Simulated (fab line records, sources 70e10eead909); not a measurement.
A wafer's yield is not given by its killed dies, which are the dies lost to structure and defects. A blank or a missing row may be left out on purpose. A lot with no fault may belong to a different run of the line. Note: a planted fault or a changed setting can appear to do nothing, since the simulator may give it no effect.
Comparing a struck lot with a sound one | flow nandHarc | 17 steps out of a route of 1302
Sound: the wafers L329.1, L329.2, L329.4. The struck wafers were L331.1, L331.4, L331.6. The cause comes at the end.
Order at every step that has rows: each side's tool, ch and its chambers, its first start. Under that, the readings that differ: sound wafers | struck wafers | difference of the means | sigmas: that difference in standard deviations of wafers without a fault.
alike: a reading whose means differ by less than 2 such deviations, as well as words and numbers matching on both sides. not compared: withheld readings; readings where some wafer has no value; bounds like >300 that might hide an equal value; numbers whose values overlap and for which the record gives no deviation.
The two part at a step that has a row with sigmas, a row that says differs or no value, or rows on one side only. Numbers that have no deviation but don't overlap get no sigmas and don't part them. A reading that every wafer of one side lacks parts them only if that side has two wafers or more.

NHARC_P_GATE_CD_MEAS_46 targets a cd of 720 nm.
  sound on cdSem-01 ch 0, day 6 11:21; struck on cdSem-03 ch 0, day 7 15:28
  alike: cdNm
then, 1 step without rows for these wafers: NHARC_P_GATE_HARDBAKE_47 (time 80 s).
NHARC_P_GATE_DESCUM_48: chemistry O2, time 3 s.
  sound on rieDiel-13 ch 1,2,3, day 6 11:31; struck on rieDiel-13 ch 0,1,3, day 7 15:39
  alike: drypumpMotorCurrentA, oesProductAu, rfVppV, showerheadPlenumPTorr, throttleValvePct
  not compared: rfHoursCounterH
after that, 1 step had no rows for these wafers: NHARC_P_GATE_IMPLANT_49.
NHARC_P_GATE_STRIP_111: strips in N2/H2, time 250 s.
  sound on plasmaAsher-01 ch 0,1, day 6 11:53; struck on plasmaAsher-01 ch 0,1, day 7 16:04
  alike: drypumpMotorCurrentA, heaterPowerW
  not compared: rfHoursCounterH
NHARC_P_GATE_STRIP_75: strips in O2.
  sound on plasmaAsher-01 ch 0,1, day 6 12:11; struck on plasmaAsher-01 ch 0,1, day 7 16:20
  alike: drypumpMotorCurrentA, heaterPowerW
  not compared: rfHoursCounterH
then, 6 steps without rows for these wafers: NHARC_P_GATE_STRIP_50 (strips in SPM, time 900 s); NHARC_P_GATE_DEHYDRATE_51 (time 120 s); NHARC_P_GATE_HMDS_52 (time 30 s); NHARC_P_GATE_COAT_53; NHARC_P_GATE_SOFTBAKE_54 (time 95 s); NHARC_P_GATE_EBR_55.
NHARC_P_GATE_EXPOSE_56: exposes mask P PSD, target cd 720 nm.
  sound on krfScanner-03 ch 0, day 6 12:58; struck on krfScanner-01 ch 0, day 7 17:06
reading | sound                   | struck                           | difference | sigmas
mask    | P_PSD#0 P_PSD#0 P_PSD#0 | P_PSD_R1#0 P_PSD_R1#0 P_PSD_R1#0 | differs    | 
then, 2 steps without rows for these wafers: NHARC_P_GATE_PEB_57 (peb time 85 s); NHARC_P_GATE_DEVELOP_58 (time 70 s).
NHARC_P_GATE_CD_MEAS_59 targets a cd of 720 nm.
  sound on cdSem-01 ch 0, day 6 13:07; struck on cdSem-01 ch 0, day 7 17:15
reading   | sound             | struck            | difference | sigmas
cdNm (nm) | 719.5 721.8 718.8 | 693.5 696.0 695.8 | -24.9      | -19
then, 1 step without rows for these wafers: NHARC_P_GATE_HARDBAKE_60 (time 80 s).

## WHERE THEY PART
Earliest at NHARC_P_GATE_EXPOSE_56; latest, in this record, at NHARC_P_GATE_CD_MEAS_59.

WHY: the cause the simulator had injected
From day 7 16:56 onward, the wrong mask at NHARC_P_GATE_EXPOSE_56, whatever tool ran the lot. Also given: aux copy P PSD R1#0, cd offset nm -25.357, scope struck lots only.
